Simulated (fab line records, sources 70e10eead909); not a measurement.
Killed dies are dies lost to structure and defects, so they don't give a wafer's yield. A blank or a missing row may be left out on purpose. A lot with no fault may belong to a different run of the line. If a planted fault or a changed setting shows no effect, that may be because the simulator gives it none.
The tool behind it: which one? / flow nand harc / 24 lots with 72 wafers sampled at 2 steps, on a route of 1302 steps

== WHAT THE GAUGES READ, wafer by wafer ==
NHARC_A_CHANNEL_HOLE_D2_CD_MEAS_31. Usual: 90.2 nm for cd nm, sd 1.
lot=L074; measured=day 13 07:16; on=cd sem-02; cd nm (nm)=90.6 90.3 90.7; flag=
lot=L076; measured=day 14 02:23; on=cd sem-02; cd nm (nm)=90.1 90.9 91.9; flag=
lot=L075; measured=day 14 02:52; on=cd sem-02; cd nm (nm)=89.5 89.2 90.3; flag=
lot=L077; measured=day 14 14:10; on=cd sem-02; cd nm (nm)=92.0 91.5 91.3; flag=
lot=L078; measured=day 15 04:24; on=cd sem-03; cd nm (nm)=89.3 90.3 87.9; flag=
lot=L079; measured=day 15 08:45; on=cd sem-03; cd nm (nm)=89.2 88.8 87.7; flag=
lot=L080; measured=day 15 21:57; on=cd sem-02; cd nm (nm)=91.6 91.1 91.9; flag=
lot=L082; measured=day 16 05:55; on=cd sem-01; cd nm (nm)=90.5 90.9 89.8; flag=
lot=L081; measured=day 16 08:27; on=cd sem-02; cd nm (nm)=88.6 89.7 90.8; flag=
lot=L083; measured=day 16 20:32; on=cd sem-03; cd nm (nm)=90.6 90.8 90.5; flag=
lot=L084; measured=day 17 15:50; on=cd sem-03; cd nm (nm)=89.4 87.8 90.1; flag=
lot=L085; measured=day 17 19:33; on=cd sem-01; cd nm (nm)=91.2 90.2 89.9; flag=
lot=L086; measured=day 17 23:43; on=cd sem-01; cd nm (nm)=90.1 88.5 88.9; flag=
lot=L087; measured=day 19 08:04; on=cd sem-02; cd nm (nm)=89.9 90.6 90.9; flag=
lot=L089; measured=day 19 12:05; on=cd sem-02; cd nm (nm)=91.3 92.5 91.8; flag=
lot=L088; measured=day 20 01:25; on=cd sem-02; cd nm (nm)=90.1 89.0 89.2; flag=
lot=L090; measured=day 20 09:39; on=cd sem-02; cd nm (nm)=88.7 89.4 90.2; flag=
lot=L091; measured=day 20 15:22; on=cd sem-01; cd nm (nm)=90.2 89.7 88.9; flag=
lot=L093; measured=day 21 02:00; on=cd sem-02; cd nm (nm)=91.1 89.8 91.1; flag=
lot=L092; measured=day 21 04:35; on=cd sem-01; cd nm (nm)=89.3 90.5 91.1; flag=
lot=L094; measured=day 21 13:59; on=cd sem-03; cd nm (nm)=90.2 90.0 89.8; flag=
lot=L095; measured=day 21 20:47; on=cd sem-01; cd nm (nm)=89.7 90.4 90.5; flag=
lot=L097; measured=day 22 23:25; on=cd sem-01; cd nm (nm)=90.2 89.5 89.9; flag=
lot=L096; measured=day 24 07:19; on=cd sem-03; cd nm (nm)=90.1 89.8 89.7; flag=

NHARC_A_CHANNEL_FILL_D2_THK_MEAS_06: measures by ellipsometry. Usual: 5.0 nm for thk nm, sd 1.
lot=L074; measured=day 14 23:16; on=film metro-02; thk nm (nm)=5.4 5.0 4.3; flag=
lot=L076; measured=day 15 14:40; on=film metro-01; thk nm (nm)=2.7 4.1 6.0; flag=
lot=L075; measured=day 15 14:38; on=film metro-02; thk nm (nm)=5.7 5.6 6.4; flag=
lot=L077; measured=day 16 03:22; on=film metro-01; thk nm (nm)=5.5 4.3 6.8; flag=
lot=L078; measured=day 16 18:46; on=film metro-01; thk nm (nm)=3.6 3.9 5.9; flag=
lot=L079; measured=day 16 23:37; on=film metro-01; thk nm (nm)=3.0 5.7 5.4; flag=
lot=L080; measured=day 17 11:52; on=film metro-02; thk nm (nm)=6.1 4.5 4.5; flag=
lot=L082; measured=day 17 20:13; on=film metro-01; thk nm (nm)=5.1 5.9 5.6; flag=
lot=L081; measured=day 17 20:13; on=film metro-02; thk nm (nm)=6.4 3.6 5.1; flag=
lot=L083; measured=day 18 09:35; on=film metro-02; thk nm (nm)=3.7 5.7 4.9; flag=
lot=L084; measured=day 19 05:13; on=film metro-01; thk nm (nm)=4.3 5.9 4.5; flag=
lot=L085; measured=day 19 09:07; on=film metro-02; thk nm (nm)=5.3 4.4 3.7; flag=
lot=L086; measured=day 19 09:07; on=film metro-01; thk nm (nm)=6.5 5.9 5.9; flag=
lot=L087; measured=day 20 20:29; on=film metro-02; thk nm (nm)=3.9 2.7 5.0; flag=
lot=L089; measured=day 20 23:41; on=film metro-02; thk nm (nm)=3.7 3.6 2.5; flag=
lot=L088; measured=day 21 14:22; on=film metro-01; thk nm (nm)=5.6 5.0 6.1; flag=
lot=L090; measured=day 22 00:46; on=film metro-02; thk nm (nm)=6.1 7.1 4.2; flag=
lot=L091; measured=day 22 00:46; on=film metro-01; thk nm (nm)=3.8 5.0 5.7; flag=
lot=L093; measured=day 22 14:57; on=film metro-01; thk nm (nm)=4.5 5.7 7.0; flag=
lot=L092; measured=day 22 14:57; on=film metro-02; thk nm (nm)=6.1 4.4 3.5; flag=
lot=L094; measured=day 23 03:40; on=film metro-02; thk nm (nm)=3.3 6.4 6.5; flag=
lot=L095; measured=day 23 09:39; on=film metro-01; thk nm (nm)=3.5 5.7 4.8; flag=
lot=L097; measured=day 24 14:39; on=film metro-02; thk nm (nm)=4.2 5.0 6.2; flag=
lot=L096; measured=day 25 19:04; on=film metro-01; thk nm (nm)=4.9 4.7 4.7; flag=

== WHAT TOOL EACH LOT RAN ON (gives the tool, then ch and the chambers of the sampled wafers, and finally the start) ==
There is no process step in the record ahead of these readings.

== WHAT THE TOOLS THEMSELVES READ (means of the sampled wafers that have a number; where no wafer has one, the mark that the record gives instead) ==
The record holds no such reading with a usual standard deviation.

== THE ANSWER, worked out from the rows above alone ==
Rule: lot off if the mean of its wafers having a number is beyond 3 standard deviations from the usual mean. A lot without any number at a reading at which 4 lots or more have one is off too. The other lots that the step has rows for count as sound. After the gauges, taken in route order, come the tools' own readings; for these a lot's mean is taken, as printed above. At the first step where some lot is off, the reading lying furthest off is the one used; lots without a number count as furthest.
Across all readings shown, no lot is off: no conclusion can be drawn from this.

== WHAT WAS PUT IN BY THE SIMULATOR ==
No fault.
